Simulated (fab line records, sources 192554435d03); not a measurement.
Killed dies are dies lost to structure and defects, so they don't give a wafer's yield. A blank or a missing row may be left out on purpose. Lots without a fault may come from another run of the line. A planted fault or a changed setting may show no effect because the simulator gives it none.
fab line records | flow n5_finfet
record lots=8 wafers=22 last_day=17
route steps=1938 shown FIN_SAQP@99 BEOL_M4@1111 PASSIVATION@1936
lots that met no fault: from a run of the same line without faults
start_h: hours from the record's first day to the start of the lot's first wafer shown | wait_h: hours since the lot's step before | " the same as in the row above | L1.1+2: a row that stands for several wafers | - no value, or no start given | * or withheld: withheld | < > ~ a bound
route shown NAME@n: a module of which the file shows steps, and the number in the route of the first | usual: mean/standard deviation of fault-free wafers | same: alike in all rows | chamber/n: place in a boat | sites: the reading at each site | _std_site: their standard deviation | _edge_site: outer sites' mean less inner sites' | radius_mm: how far each site lies from the wafer's centre | mask NAME#n: copy n | behind: the tool/chamber that last shaped the wafer | hold: why the lot was held/for how many hours/how that ended | device: the transistor (n, p or np) that didn't switch | end of line: the same wafers' tests at the end of the route | a step without rows: its recipe alone | killed: dies lost to structure and defects at the first sort, not the wafer's yield | map: a wafer's dies, x killed, . not, _ none there
set.NAME: the setting as run; set.NAME@STEP: as run at that earlier step | model.NAME: the simulator's own value behind a step, which no gauge read
steps of the route over a sample of lots; a table a step, a row a wafer
services: from which hour (start_h, from the record's first day; less than 0 if before it) a tool's chamber was out of use, for how many hours, and why
## steps
# step N5_FIN_SAQP_PECVD_48
# recipe material=SiNx target_thk_a=250 temp_c=400 precursor=SiH4/NH3/N2 pressure_torr=1.5 rf_w=300 time_s=22.1
# usual chamber_pressure_Torr=1.500/0.0035 heater_power_w=747/83 rf_fwd_power_W=296.3/1.1 showerhead_plenum_p_Torr=5.17/0.042 throttle_valve_pct=39.6/2.3
# columns lot.wafer tool chamber start_h wait_h chamber_pressure_Torr heater_power_w rf_fwd_power_W showerhead_plenum_p_Torr throttle_valve_pct
L634.3 pecvd-04 1 38.85 0.0 1.502 876 295.5 5.11 37.4
L634.5 " 2 " " 1.497 872 295.9 5.16 37.6
L634.6 " 0 " " 1.499 741 298.2 5.11 43.0
L635.2 pecvd-03 2 45.26 0.0 1.497 677 296.2 5.24 38.2
L635.3 " 0 " " 1.500 718 297.0 5.17 40.2
L635.4 " 2 " " 1.504 666 296.6 5.22 38.0
L636.1 pecvd-03 1 50.93 0.0 1.498 696 293.6 5.19 41.2
L636.3 " 2 " " 1.496 703 296.6 5.22 38.3
L636.4 " 0 " " 1.499 683 295.2 5.18 40.3
L643.3 pecvd-03 1 93.18 0.0 1.503 700 295.7 5.19 41.2
L643.4 " 1 " " 1.508 703 294.9 5.17 41.4
L646.3 pecvd-03 1 111.33 0.0 1.502 707 295.8 5.17 41.4
L646.4 " 1 " " 1.504 726 295.3 5.18 41.2
L649.2 pecvd-04 0 130.81 0.0 1.497 742 297.0 5.12 42.5
L649.3 " 1 " " 1.492 707 297.3 5.09 37.0
L649.4 " 0 " " 1.497 746 296.4 5.12 42.8
L650.4 pecvd-02 2 138.42 0.0 1.493 731 294.2 5.12 34.6
L650.5 " 0 " " 1.505 867 294.7 5.20 41.3
L650.6 " 1 " " 1.501 806 296.6 5.17 41.2
L652.3 pecvd-04 0 147.98 0.0 1.499 649 298.7 5.11 42.7
L652.4 " 0 " " 1.500 631 296.8 5.12 42.8
L652.5 " 2 " " 1.505 767 296.3 5.16 38.3
# step N5_FIN_SAQP_MANDREL1_REMOVE_56
# recipe chemistry=HBr/Cl2/O2 bt_time_s=10 target=a-Si stop_on=SiNx endpoint=OES-SiCl over_etch_frac=1 icp_w=600 bias_w=22 HBr_flow_sccm=150 Cl2_flow_sccm=80 O2_flow_sccm=5 pressure_mtorr=10
# usual drypump_motor_current_A=5.81/0.29 oes_o_777_au=1.01/0.043 oes_product_au=0.998/0.017 rf_fwd_power_W=596.9/2 throttle_valve_pct=36.60/0.27
# columns lot.wafer tool chamber start_h wait_h drypump_motor_current_A oes_o_777_au oes_product_au rf_fwd_power_W rf_hours_counter_h throttle_valve_pct
L634.3 rie_si-02 2 41.48 0.1 5.83 1.02 0.998 596.1 120 36.61
L634.5 " 0 " " 5.96 0.95 0.963 599.4 - 36.52
L634.6 " 1 " " 5.24 0.99 1.016 596.8 - 37.28
L635.2 rie_si-04 1 47.75 0.1 5.48 0.99 1.003 593.2 26 36.35
L635.3 " 3 " " 5.87 1.06 1.014 595.4 94 36.85
L635.4 " 2 " " 5.97 1.07 1.008 594.7 - 36.68
L636.1 rie_si-02 2 55.03 0.1 5.88 1.03 0.999 597.2 120 36.61
L636.3 " 0 " " 6.00 0.94 0.970 594.1 84 36.52
L636.4 " 1 " " 5.24 1.00 1.012 594.1 40 37.25
L643.3 rie_si-02 0 96.11 0.1 5.98 0.95 0.963 599.7 84 36.54
L643.4 " 1 " " 5.21 0.99 0.997 594.9 40 37.26
L646.3 rie_si-06 2 113.86 0.1 6.37 0.94 1.017 592.5 56 36.64
L646.4 " 3 " " 6.16 1.05 1.027 595.9 0 36.68
L649.2 rie_si-06 2 133.88 0.1 6.37 0.94 1.007 597.5 56 36.65
L649.3 " 3 " " 6.13 1.06 1.014 596.0 1 36.68
L649.4 " 1 " " 5.80 0.99 0.993 596.7 23 36.69
L650.4 rie_si-02 1 141.62 0.1 5.23 0.99 1.003 602.2 41 37.26
L650.5 " 1 " " 5.20 1.00 1.002 598.5 - 37.24
L650.6 " 0 " " 6.01 0.95 0.966 596.5 - 36.52
L652.3 rie_si-06 0 150.91 0.1 5.73 0.97 1.014 599.8 50 36.19
L652.4 " 2 " " 6.35 0.95 1.025 601.0 56 36.66
L652.5 " 3 " " 6.13 1.05 1.027 597.8 - 36.68
# step N5_FIN_SAQP_ETCH_57
# recipe chemistry=CH3F/O2 target=SiNx mask_material=SiO2 target_depth_a=325 time_s=46.4 pressure_mtorr=30 source_w=395 bias_w=73 Ar_flow_sccm=150 CH3F_flow_sccm=30 O2_flow_sccm=20 ion_energy_ev=120 ends=cleared
# usual drypump_motor_current_A=5.8/0.44 etch_rf_on_time_s=46.4/1.1 mfc_ar_sccm=150.0/0.48 oes_ar_750_au=0.78/0.088 oes_o_777_au=0.78/0.085 oes_product_au=0.67/0.084 rf_fwd_power_W=388.5/1.9 rf_vpp_V=299/7.4 showerhead_plenum_p_Torr=2.00/0.066 throttle_valve_pct=16.35/0.21
# columns lot.wafer tool chamber start_h wait_h drypump_motor_current_A etch_rf_on_time_s mfc_ar_sccm oes_ar_750_au oes_o_777_au oes_product_au rf_fwd_power_W rf_hours_counter_h rf_vpp_V showerhead_plenum_p_Torr throttle_valve_pct
L634.3 rie_diel-03 0 41.64 0.0 5.8 47.2 149.2 0.70 0.69 0.58 390.9 228 304 1.98 16.53
L634.5 " 3 " " 6.1 46.8 149.5 0.95 0.92 0.82 388.4 - 307 2.04 16.15
L634.6 " 2 " " 4.8 46.2 149.8 0.74 0.73 0.62 389.9 - 300 1.99 16.60
L635.2 rie_diel-03 0 47.90 0.0 5.7 47.0 150.0 0.70 0.69 0.59 388.8 230 305 1.98 16.54
L635.3 " 3 " " 6.1 45.4 150.6 0.94 0.91 0.82 389.3 5 307 2.04 16.15
L635.4 " 2 " " 4.7 45.9 150.7 0.73 0.73 0.61 387.4 217 301 1.99 16.62
L636.1 rie_diel-02 0 55.18 0.0 5.9 45.0 149.9 0.95 0.95 0.83 385.3 12 306 2.04 16.08
L636.3 " 2 " " 5.9 46.4 150.0 0.80 0.79 0.67 389.4 121 287 1.93 16.33
L636.4 " 3 " " 6.3 47.9 149.7 0.72 0.71 0.63 387.7 163 308 2.08 16.09
L643.3 rie_diel-03 0 96.27 0.0 5.7 47.5 150.0 0.69 0.68 0.58 391.1 243 301 1.98 16.56
L643.4 " 1 " " 6.2 54.5 149.9 0.71 0.71 0.59 390.5 247 296 2.07 16.68
L646.3 rie_diel-02 0 114.02 0.0 5.9 44.4 150.0 0.92 0.91 0.81 385.3 27 306 2.04 16.11
L646.4 " 2 " " 5.9 53.2 150.4 0.78 0.78 0.65 387.9 144 286 1.93 16.35
L649.2 rie_diel-03 3 134.06 0.1 6.1 45.2 150.0 0.85 0.83 0.75 387.7 43 307 2.03 16.23
L649.3 " 2 " " 4.8 45.8 149.8 0.71 0.70 0.59 389.3 257 300 1.98 16.70
L649.4 " 0 " " 5.8 48.8 150.7 0.68 0.67 0.56 390.2 - 303 1.97 16.60
L650.4 rie_diel-04 3 141.79 0.0 5.6 46.5 149.1 0.87 0.86 0.74 390.2 48 285 1.94 16.06
L650.5 " 2 " " 6.3 47.3 150.4 0.71 0.71 0.60 386.6 - 297 1.99 16.57
L650.6 " 1 " " 5.7 45.9 149.5 0.76 0.76 0.65 386.0 - 301 2.09 16.28
L652.3 rie_diel-02 2 151.07 0.0 5.9 46.1 149.7 0.76 0.76 0.64 390.4 160 286 1.92 16.39
L652.4 " 1 " " 5.6 46.8 150.0 0.71 0.72 0.59 389.4 228 293 1.89 16.43
L652.5 " 2 " " 5.9 46.5 150.1 0.76 0.76 0.64 389.9 - 286 1.92 16.39
# step N5_FIN_SAQP_ETCH_65
# recipe chemistry=CF4 target=SiO2 target_depth_a=40 ion_energy_ev=350 time_s=4.4 pressure_mtorr=10 icp_w=800 bias_w=400 cf4_flow_sccm=80
# usual drypump_motor_current_A=5.84/0.3 oes_product_au=0.997/0.019 rf_fwd_power_W=791/3.9 throttle_valve_pct=21.72/0.23
# columns lot.wafer tool chamber start_h wait_h drypump_motor_current_A oes_product_au rf_fwd_power_W rf_hours_counter_h throttle_valve_pct
L634.3 rie_si-06 1 41.75 0.1 5.78 0.990 787 21 21.64
L634.5 " 1 " " 5.80 1.002 784 - 21.65
L634.6 " 0 " " 5.73 1.007 796 - 21.61
L635.2 rie_si-06 3 48.01 0.1 6.10 0.990 795 201 22.10
L635.3 " 2 " " 6.38 0.980 793 54 21.78
L635.4 " 1 " " 5.78 0.979 788 21 21.63
L636.1 rie_si-06 3 55.29 0.1 6.16 0.990 793 201 22.13
L636.3 " 2 " " 6.35 0.990 788 54 21.76
L636.4 " 1 " " 5.78 0.990 786 21 21.65
L643.3 rie_si-06 0 96.38 0.1 5.76 1.002 798 49 21.61
L643.4 " 2 " " 6.35 0.988 789 - 21.80
L646.3 rie_si-02 2 114.12 0.1 5.86 1.013 794 122 21.67
L646.4 " 1 " " 5.22 1.000 796 41 22.20
L649.2 rie_si-04 2 134.17 0.1 6.00 1.033 793 68 21.74
L649.3 " 3 " " 5.89 1.023 789 96 21.84
L649.4 " 1 " " 5.46 1.003 780 28 21.65
L650.4 rie_si-06 1 141.89 0.1 5.78 0.990 789 23 21.64
L650.5 " 3 " " 6.16 1.021 792 - 22.01
L650.6 " 0 " " 5.73 1.004 792 - 21.61
L652.3 rie_si-02 2 151.18 0.1 5.87 1.018 797 122 21.67
L652.4 " 1 " " 5.22 1.013 797 41 22.21
L652.5 " 3 " " 5.63 1.019 788 - 21.34
# step N5_FIN_SAQP_MANDREL_ETCH_58
# recipe chemistry=HBr/Cl2 target=a-Si target_depth_a=450 bt_time_s=10 stop_on=SiNx mask_material=SiO2 over_etch_frac=0.8 time_s=27 pressure_mtorr=10 icp_w=800 bias_w=75 HBr_flow_sccm=150 Cl2_flow_sccm=80 ends=end_point
# usual drypump_motor_current_A=5.85/0.29 oes_product_au=0.693/0.012 rf_fwd_power_W=795.3/3 throttle_valve_pct=35.47/0.26
# columns lot.wafer tool chamber start_h wait_h drypump_motor_current_A oes_product_au rf_fwd_power_W rf_hours_counter_h throttle_valve_pct
L634.3 rie_si-06 1 41.78 0.0 5.79 0.688 792.6 21 35.54
L634.5 " 1 " " 5.80 0.695 798.9 - 35.53
L634.6 " 0 " " 5.76 0.694 800.8 - 35.07
L635.2 rie_si-06 3 48.04 0.0 6.16 0.682 797.9 201 35.60
L635.3 " 2 " " 6.35 0.714 793.9 54 35.53
L635.4 " 1 " " 5.79 0.692 790.8 21 35.54
L636.1 rie_si-06 3 55.33 0.0 6.14 0.698 799.0 201 35.59
L636.3 " 2 " " 6.38 0.711 794.0 54 35.50
L636.4 " 1 " " 5.79 0.696 792.7 21 35.53
L643.3 rie_si-06 0 96.41 0.0 5.74 0.698 795.4 49 35.07
L643.4 " 2 " " 6.37 0.719 796.3 - 35.51
L646.3 rie_si-02 2 114.16 0.0 5.82 0.690 800.0 122 35.50
L646.4 " 1 " " 5.26 0.709 801.9 41 36.11
L649.2 rie_si-04 2 134.20 0.0 5.99 0.700 795.9 68 35.56
L649.3 " 3 " " 5.91 0.695 792.6 96 35.73
L649.4 " 1 " " 5.48 0.707 791.2 28 35.18
L650.4 rie_si-06 1 141.93 0.0 5.81 0.679 790.5 23 35.55
L650.5 " 3 " " 6.14 0.713 794.0 - 35.56
L650.6 " 0 " " 5.77 0.691 797.7 - 35.07
L652.3 rie_si-02 2 151.21 0.0 5.89 0.697 799.3 122 35.51
L652.4 " 1 " " 5.22 0.700 795.3 41 36.10
L652.5 " 3 " " 5.67 0.693 798.3 - 35.31
# step N5_BEOL_M4_RC_MEAS_101
# usual DIBL_N=36.0/1.7 DIBL_P=35.8/2 IOFF_N=0.15/0.03 IOFF_P=0.20/0.037 ION_N=670/12 ION_P=460/7.2 SS_N=71.5/0.68 SS_P=73.2/0.65 VT_N=250/3.1 VT_P=-251/3.4
# columns lot.wafer tool chamber start_h wait_h DIBL_N[mV/V] DIBL_P[mV/V] IOFF_N[nA/um] IOFF_P[nA/um] ION_N[uA/um] ION_P[uA/um] SS_N[mV/dec] SS_P[mV/dec] VT_N[mV] VT_P[mV]
L634.3 prober-02 0 177.73 0.3 38.8 39.1 0.20 0.28 671 463 72.0 74.1 246 -244
L634.5 " 0 " " 37.2 37.0 0.16 0.22 664 459 71.6 72.7 249 -247
L634.6 " 0 " " 36.9 35.8 0.14 0.21 667 460 72.1 73.2 250 -250
L635.2 prober-01 0 195.43 0.2 39.0 38.2 0.22 0.31 669 465 72.4 75.0 244 -240
L635.3 " 0 " " 39.3 38.9 0.23 0.33 663 463 72.1 74.9 244 -241
L635.4 " 0 " " 34.0 32.5 0.12 0.20 657 464 70.2 72.8 250 -246
L636.1 prober-02 0 200.82 0.0 33.1 33.7 0.12 0.15 662 454 71.1 73.2 252 -255
L636.3 " 0 " " 35.5 36.5 0.16 0.18 666 449 71.8 73.2 248 -254
L636.4 " 0 " " 34.2 35.5 0.14 0.18 682 469 71.3 72.5 251 -255
L643.3 prober-02 0 238.27 0.3 32.0 32.3 0.10 0.14 645 450 70.2 71.9 255 -254
L643.4 " 0 " " 32.8 32.3 0.10 0.14 658 451 71.4 71.9 255 -255
L649.2 prober-01 0 274.55 0.2 37.5 38.7 0.19 0.21 678 456 72.3 73.8 251 -252
L649.3 " 0 " " 34.2 34.3 0.12 0.15 670 455 71.8 73.0 255 -259
L649.4 " 0 " " 33.3 33.9 0.11 0.14 655 443 71.4 72.8 255 -259
L646.3 prober-01 0 281.96 0.3 34.1 33.9 0.12 0.18 660 455 71.3 72.6 256 -253
L646.4 " 0 " " 34.2 32.8 0.12 0.17 670 457 71.4 72.7 251 -252
L650.4 prober-01 0 290.17 0.5 35.0 35.2 0.14 0.21 677 466 70.9 73.5 249 -249
L650.5 " 0 " " 36.0 35.9 0.16 0.21 683 461 71.0 73.1 250 -250
L650.6 " 0 " " 36.9 37.6 0.17 0.24 690 470 71.8 73.5 250 -246
L652.3 prober-01 0 298.28 0.3 37.4 37.8 0.17 0.21 682 463 72.0 74.5 251 -251
L652.4 " 0 " " 35.4 36.2 0.14 0.18 659 457 71.1 73.8 254 -253
L652.5 " 0 " " 34.9 35.6 0.13 0.17 657 461 71.0 73.4 253 -256
# step N5_PASSIVATION_PROBE_49
# usual defect_limited_yield=91.4/1.5 killed_at_M0_to_M3=32/9.8 killed_at_M4_up=15/5.6 killed_at_contacts=12/5.4 killed_at_front_end=40/13 killed_at_other=3.0/2.1 killed_dies=102/17 killed_open=67/13 killed_short=32/7.1 sort_bin_5_function=5.1/0.96 sort_bin_6_memory=3.2/0.7 sort_n_pass=1078/18 sort_yield_pct=91.3/1.5
# same gross_dies=1180 killed_at_back_side=0 sort_bin_4_leakage[%]=0 sort_bin_8_speed[%]=0
# columns lot.wafer tool chamber start_h wait_h defect_limited_yield[%] killed_at_M0_to_M3 killed_at_M4_up killed_at_contacts killed_at_front_end killed_at_other killed_dies killed_open killed_short sort_bin_5_function[%] sort_bin_6_memory[%] sort_n_pass sort_yield_pct[%]
L634.3 prober-02 - 289.88 0.1 91.4 38 21 17 24 1 101 66 33 4.4 3.9 1079 91.4
L634.5 prober-02 - 289.98 0.2 91.6 33 14 10 38 4 99 61 34 4.2 4.2 1081 91.6
L634.6 prober-02 - 290.03 0.3 90.4 34 17 25 35 2 113 77 32 5.9 3.4 1067 90.4
L636.1 prober-02 - 312.98 0.0 92.7 20 20 21 16 9 86 54 31 4.2 2.8 1094 92.7
L636.3 prober-02 - 313.08 0.1 92.2 28 17 15 27 5 92 63 28 4.8 2.6 1088 92.2
L636.4 prober-02 - 313.13 0.2 91.6 24 13 23 35 4 99 66 33 5.2 2.9 1081 91.6
L643.4 prober-01 - 352.63 0.2 90.8 29 9 16 48 7 109 67 39 6.2 2.9 1071 90.8
L646.4 prober-02 - 384.53 0.2 91.0 43 17 14 30 2 106 80 25 4.8 3.8 1074 91.0
# killed by level:class
L634.3 BEOL_M3:geometric_particle:open=16 MOL_CONTACT_COAG:geometric_particle:open=14 BEOL_M0_SAQP:geometric_particle:short=6 BEOL_M4:geometric_particle:open=6 FIN_SAQP:geometric_particle:short=5 STI_FIN_REVEAL:geometric_particle:open=5 BEOL_M0_SAQP:geometric_particle:open=5 GATE_CUT:geometric_particle:short=4
L634.5 FIN_SAQP:geometric_particle:open=8 FIN_SAQP:geometric_particle:short=7 GATE_CUT:geometric_particle:short=6 BEOL_M0_SAQP:geometric_particle:short=6 BEOL_M3:geometric_particle:open=6 STARTING-WAFER:geometric_particle:open=6 MOL_CONTACT_COAG:geometric_particle:open=5 BEOL_M7:geometric_particle:open=5
L634.6 MOL_CONTACT_COAG:geometric_particle:open=18 FIN_SAQP:geometric_particle:open=9 BEOL_M3:geometric_particle:open=7 BEOL_M0_SAQP:geometric_particle:short=6 FIN_SAQP:geometric_particle:short=5 BEOL_M0_SAQP:geometric_particle:open=5 BEOL_M2:geometric_particle:open=5 STI_FIN_REVEAL:geometric_particle:open=4
L636.1 MOL_CONTACT_COAG:geometric_particle:open=18 BEOL_M4:geometric_particle:open=11 BEOL_M0_SAQP:geometric_particle:short=10 PASS1_DEP:geometric_particle:short=5 FIN_SAQP:geometric_particle:open=4 GATE_CUT:geometric_particle:short=4 MOL_CONTACT_COAG:geometric_particle:short=3 BEOL_M0_SAQP:geometric_particle:open=3
L636.3 MOL_CONTACT_COAG:geometric_particle:open=14 BEOL_M4:geometric_particle:open=9 BEOL_M0_SAQP:geometric_particle:open=7 BEOL_M0_SAQP:geometric_particle:short=6 BEOL_M1:geometric_particle:open=6 BEOL_M4:geometric_particle:short=5 STARTING-WAFER:geometric_particle:open=5 BEOL_M0:geometric_particle:open=4
L636.4 MOL_CONTACT_COAG:geometric_particle:open=17 BEOL_M4:geometric_particle:open=9 FIN_SAQP:geometric_particle:open=7 ILD0:geometric_particle:short=6 MOL_CONTACT_COAG:geometric_particle:short=6 FIN_SAQP:geometric_particle:short=5 BEOL_M0:geometric_particle:open=5 ILD0:geometric_particle:open=4
L643.4 MOL_CONTACT_COAG:geometric_particle:open=13 FIN_SAQP:geometric_particle:open=10 STI_FIN_REVEAL:geometric_particle:open=9 BEOL_M3:geometric_particle:open=9 FIN_SAQP:geometric_particle:short=7 STARTING-WAFER:geometric_particle:short=5 BEOL_M0_SAQP:geometric_particle:short=4 BEOL_M0_SAQP:geometric_particle:open=4
L646.4 STI_FIN_REVEAL:geometric_particle:open=13 MOL_CONTACT_COAG:geometric_particle:open=10 BEOL_M0_SAQP:geometric_particle:open=8 BEOL_M3:geometric_particle:open=8 BEOL_M1:geometric_particle:open=7 BEOL_M2:geometric_particle:open=7 DUMMY_GATE:geometric_particle:open=5 BEOL_M0:geometric_particle:open=5
## services
# columns tool chamber start_h hours kind
rie_diel-03 3 15.72 - clean
rie_diel-03 3 15.72 - consumable_replace:focus_ring
rie_diel-03 3 15.72 13.9 scheduled_down
rie_diel-03 3 15.72 13.9 vent_cycle
rie_diel-02 - 34.89 0.7 repair
pecvd-04 - 56.43 0.3 repair
rie_diel-02 1 56.93 4.6 repair
rie_diel-03 0 57.56 11.0 repair
rie_diel-04 2 58.03 14.0 repair
rie_si-02 1 60.39 3.9 repair
rie_si-06 3 79.62 - clean
rie_si-06 3 79.62 18.7 scheduled_down
rie_si-06 3 79.62 18.7 vent_cycle
pecvd-02 1 86.10 4.6 repair
pecvd-02 - 89.90 6.0 pm
rie_diel-02 0 91.45 11.1 repair
rie_diel-02 3 99.64 9.0 repair
rie_diel-03 1 103.52 - clean
rie_diel-03 1 103.52 - consumable_replace:esc
rie_diel-03 1 103.52 - consumable_replace:focus_ring
rie_diel-02 3 117.67 8.6 repair
pecvd-04 - 119.65 6.0 pm
rie_diel-04 - 122.84 15.6 pm
rie_si-02 - 131.47 0.4 repair
## key
first_sign step=N5_FIN_SAQP_ETCH_57 reading=etch_rf_on_time_s direction=up sigmas=7 usual=* struck=*
effect none on later readings
met_at N5_FIN_SAQP_PECVD_48
struck_lots L643,L646
struck_wafers L643.4,L646.4
not_acting_at N5_FIN_SAQP_MANDREL1_REMOVE_56,N5_FIN_SAQP_ETCH_65,N5_FIN_SAQP_MANDREL_ETCH_58
onset_between 50.93 93.18
fault kind=process_parameter_drift tool=pecvd-03 chamber=- onset_h=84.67 steps=N5_FIN_SAQP_PECVD_48 channel=time_s offset=* shape=step end_h=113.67 scope=struck_wafers_only acts_in=* stated=*
